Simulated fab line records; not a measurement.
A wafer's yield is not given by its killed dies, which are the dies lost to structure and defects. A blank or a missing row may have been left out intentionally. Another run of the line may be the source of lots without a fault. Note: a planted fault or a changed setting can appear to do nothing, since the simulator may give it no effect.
The tool behind it: which one? ; flow n5 finfet ; 24 wafers from 8 lots sampled at 9 of the route's 1938 steps

== WHAT THE GAUGES READ, wafer by wafer ==
N5_DUMMY_GATE_INSPECT_27: inspects for defects (brightfield).
lot;measured;on;raw defect count
L104;day 3 06:53;defect inspect-01;260 303 194
L111;day 4 23:13;defect inspect-02;433 464 427
L113;day 5 17:23;defect inspect-01;330 352 653
L117;day 6 12:58;defect inspect-01;191 615 115
L122;day 7 18:19;defect inspect-01;262 182 442
L123;day 8 01:07;defect inspect-02;405 380 313
L124;day 8 05:11;defect inspect-02;276 246 311
L126;day 8 16:23;defect inspect-01;322 269 264

N5_SPACER0_INSPECT_04: inspects for defects (darkfield).
lot;measured;on;raw defect count
L104;day 3 07:29;defect inspect-01;105 133 91
L111;day 5 00:56;defect inspect-02;177 193 207
L113;day 5 17:59;defect inspect-01;145 127 532
L117;day 6 15:40;defect inspect-01;122 536 69
L122;day 7 20:07;defect inspect-02;163 104 212
L123;day 8 01:43;defect inspect-02;170 155 146
L124;day 8 05:55;defect inspect-02;122 99 155
L126;day 8 16:59;defect inspect-02;153 133 130

N5_SD_EPI_N_INSPECT_11: inspects for defects (macro).
lot;measured;on;raw defect count
L104;day 3 07:56;defect inspect-01;2 2 1
L111;day 5 01:16;defect inspect-02;1 2 2
L113;day 5 18:26;defect inspect-02;1 2 >300
L117;day 6 16:00;defect inspect-02;2 >300 4
L122;day 7 20:34;defect inspect-01;0 3 3
L123;day 8 02:10;defect inspect-02;2 2 1
L124;day 8 06:14;defect inspect-02;1 2 3
L126;day 8 17:26;defect inspect-02;3 2 1

N5_SD_EPI_N_INSPECT_26: inspects for defects (darkfield).
lot;measured;on;raw defect count
L104;day 3 12:44;defect inspect-02;275 218 172
L111;day 5 05:17;defect inspect-01;198 236 243
L113;day 5 23:32;defect inspect-02;221 203 609
L117;day 6 19:59;defect inspect-01;198 571 127
L122;day 8 01:19;defect inspect-01;197 135 255
L123;day 8 07:08;defect inspect-02;245 198 226
L124;day 8 10:54;defect inspect-01;162 165 188
L126;day 8 22:59;defect inspect-01;214 170 175

N5_BEOL_M4_RC_MEAS_101.
lot;measured;on;DIBL_N (mV/V);DIBL_P (mV/V);IOFF_N (nA/um);IOFF_P (nA/um);ION_N (uA/um);ION_P (uA/um);SS_N (mV/dec);SS_P (mV/dec);VT_N (mV);VT_P (mV)
L104;day 8 01:06;prober-01;39.8 39.1 40.5;39.1 37.5 39.5;0.22 0.19 0.24;0.26 0.23 0.28;695 691 706;474 467 479;72.5 72.8 72.6;74.0 73.8 73.9;244 247 245;-249 -247 -246
L111;day 9 22:05;prober-02;38.2 38.9 39.4;36.8 38.7 37.6;0.18 0.22 0.21;0.22 0.26 0.22;670 683 666;460 461 452;72.3 71.8 72.5;73.4 73.8 73.1;246 242 247;-249 -247 -252
L113;day 10 17:53;prober-02;37.8 39.9 37.2;39.9 42.8 39.6;0.21 0.27 0.21;0.22 0.27 0.21;706 712 691;474 475 470;71.9 72.3 71.8;74.5 74.2 73.7;246 241 246;-250 -249 -251
L117;day 11 18:45;prober-01;37.0 39.0 37.1;38.9 41.8 39.0;0.18 0.23 0.18;0.23 0.29 0.24;699 709 698;478 483 474;72.2 72.1 72.0;72.7 74.3 73.5;248 243 247;-246 -248 -246
L122;day 12 17:45;prober-02;34.4 35.2 35.3;33.9 34.6 35.2;0.13 0.15 0.15;0.19 0.20 0.20;686 679 676;464 471 469;70.8 71.1 71.8;72.9 72.9 72.9;250 246 250;-247 -250 -249
L123;day 13 06:46;prober-02;38.5 34.8 36.3;39.1 34.6 36.2;0.22 0.14 0.18;0.26 0.18 0.21;699 669 696;473 467 472;71.3 70.4 70.7;75.0 73.3 73.9;245 253 247;-248 -249 -251
L124;day 13 14:47;prober-01;37.0 37.0 39.1;39.5 39.3 41.5;0.20 0.19 0.24;0.29 0.29 0.33;694 685 696;475 476 480;72.4 71.6 73.0;74.0 73.7 74.6;245 247 244;-242 -242 -242
L126;day 13 18:50;prober-01;36.3 38.0 37.9;35.6 38.2 38.1;0.15 0.18 0.18;0.20 0.25 0.24;679 682 688;466 469 469;71.5 72.5 71.8;73.2 74.5 73.6;249 248 249;-251 -249 -247

== WHICH TOOL RAN EACH LOT (tool, then ch and the chambers of the sampled wafers, then the start) ==
lot;N5_DUMMY_GATE_STRIP_40;N5_DUMMY_GATE_ETCH_32;N5_DUMMY_GATE_ETCH_23;N5_DUMMY_GATE_ETCH_44
L104;rie diel-04 ch 0,1,2, day 3 06:02;rie si-02 ch 1,2,3, day 3 06:23;rie si-02 ch 1,2,3, day 3 06:25;rie si-02 ch 1,2,3, day 3 06:28
L111;rie diel-05 ch 0,3, day 4 22:23;rie si-02 ch 0,1, day 4 22:44;rie si-02 ch 0,1, day 4 22:46;rie si-02 ch 0,1, day 4 22:49
L113;rie diel-01 ch 0,1, day 5 16:13;rie si-02 ch 0,1,2, day 5 16:34;rie si-02 ch 0,1,2, day 5 16:35;rie si-02 ch 0,1,2, day 5 16:39
L117;rie diel-05 ch 2,3, day 6 12:08;rie si-02 ch 0,1,3, day 6 12:29;rie si-02 ch 0,1,3, day 6 12:31;rie si-02 ch 0,1,3, day 6 12:35
L122;rie diel-05 ch 0,2, day 7 17:29;rie si-06 ch 0,1,3, day 7 17:49;rie si-06 ch 0,1,3, day 7 17:52;rie si-06 ch 0,1,3, day 7 17:55
L123;rie diel-05 ch 0,1,2, day 8 00:16;rie si-06 ch 2,3, day 8 00:37;rie si-06 ch 2,3, day 8 00:39;rie si-06 ch 2,3, day 8 00:42
L124;rie diel-05 ch 1,2, day 8 04:19;rie si-04 ch 0,2,3, day 8 04:41;rie si-04 ch 0,2,3, day 8 04:44;rie si-04 ch 0,2,3, day 8 04:47
L126;rie diel-01 ch 1,2, day 8 15:30;rie si-04 ch 1,2, day 8 15:50;rie si-04 ch 1,2, day 8 15:52;rie si-04 ch 1,2, day 8 15:56
- N5_DUMMY_GATE_STRIP_40: strips in CF4.
- N5_DUMMY_GATE_ETCH_32: etches SiO2 in CF4, target depth 3.5 nm, time 3.9 s.
- N5_DUMMY_GATE_ETCH_23: etches poly-Si in HBr/Cl2/O2, target depth 41 nm, time 22.3 s.
- N5_DUMMY_GATE_ETCH_44: etches poly-Si in HBr/O2, stops on SiO2, target depth 127.5 nm.

== WHAT THE TOOLS THEMSELVES READ (means of the sampled wafers that have a number; where no wafer has one, the mark that the record gives instead) ==
N5_DUMMY_GATE_STRIP_40.
lot;tool;drypump motor current A (A);oes product au (a.u.);rf vpp V (V);showerhead plenum p Torr (Torr);throttle valve pct (%)
L104;rie diel-04;6.2;0.79;271.7;1.84;13.45
L111;rie diel-05;5.9;0.72;269.4;1.73;13.71
L113;rie diel-01;5.5;0.71;271.4;1.81;13.73
L117;rie diel-05;5.5;0.80;269.6;1.77;13.45
L122;rie diel-05;5.8;0.76;270.8;1.76;13.61
L123;rie diel-05;5.8;0.78;269.5;1.74;13.57
L124;rie diel-05;5.6;0.84;271.4;1.78;13.35
L126;rie diel-01;5.5;0.70;272.5;1.83;13.79

N5_DUMMY_GATE_ETCH_32.
lot;tool;drypump motor current A (A);oes product au (a.u.);throttle valve pct (%)
L104;rie si-02;5.1;0.987;22.1
L111;rie si-02;5.1;0.996;21.7
L113;rie si-02;5.3;0.996;21.8
L117;rie si-02;5.3;1.013;21.8
L122;rie si-06;5.8;1.015;21.6
L123;rie si-06;6.2;1.003;21.7
L124;rie si-04;6.2;1.004;21.9
L126;rie si-04;6.1;1.001;21.8

N5_DUMMY_GATE_ETCH_23.
lot;tool;drypump motor current A (A);mfc cl2 sccm (sccm);oes product au (a.u.);throttle valve pct (%)
L104;rie si-02;5.1;79.84;0.983;37.7
L111;rie si-02;5.1;79.94;0.984;37.1
L113;rie si-02;5.3;80.03;0.992;37.2
L117;rie si-02;5.3;79.77;1.011;37.3
L122;rie si-06;5.8;80.08;1.013;36.9
L123;rie si-06;6.2;80.11;1.014;37.0
L124;rie si-04;6.2;80.08;1.005;37.2
L126;rie si-04;6.1;79.78;1.005;37.4

N5_DUMMY_GATE_ETCH_44.
lot;tool;drypump motor current A (A);oes product au (a.u.);throttle valve pct (%)
L104;rie si-02;5.1;0.715;18.72
L111;rie si-02;5.1;0.726;18.49
L113;rie si-02;5.3;0.722;18.59
L117;rie si-02;5.3;0.731;18.58
L122;rie si-06;5.8;0.734;18.40
L123;rie si-06;6.2;0.732;18.33
L124;rie si-04;6.2;0.723;18.50
L126;rie si-04;6.1;0.730;18.54

== THE ANSWER, worked out from the rows above alone ==
Rule: the usual values come from the lots themselves. Put in order of their means at a reading, lots are off if they are a third of the lots or fewer, leave a main group of 4 or more, and stand apart from it by a gap of 3 or more times the standard deviation of the main group's means; of several such gaps the widest counts. The tables above print the reading to a certain number of digits; a main group whose means all agree to those digits is not used. A lot without any number at a reading at which 4 lots or more have one is off too. Where the step has rows for the other lots, those lots are counted as sound. First the gauges in route order, then the tools' own readings, where a lot's mean is used as printed above. At the first step where some lot is off, the reading lying furthest off is the one used; lots without a number count as furthest.
Off: L113, L117 (N5_SD_EPI_N_INSPECT_26, raw defect count). The main group: mean 204, standard deviation 21.
A tool fits if, at a process step before that reading, it ran every lot that is off, and no sound lot after the first of them. Gauges at N5_SD_EPI_N_INSPECT_26: tried the same way as those tools. One fits: N5_DUMMY_GATE_ETCH_32 and N5_DUMMY_GATE_ETCH_23 and N5_DUMMY_GATE_ETCH_44 on rie si-02. At N5_DUMMY_GATE_ETCH_32 its last sound lot is L111 (day 4 22:44), its first lot that is off L113 (day 5 16:34): a fault that began between those two fits.

== WHAT THE SIMULATOR PUT IN ==
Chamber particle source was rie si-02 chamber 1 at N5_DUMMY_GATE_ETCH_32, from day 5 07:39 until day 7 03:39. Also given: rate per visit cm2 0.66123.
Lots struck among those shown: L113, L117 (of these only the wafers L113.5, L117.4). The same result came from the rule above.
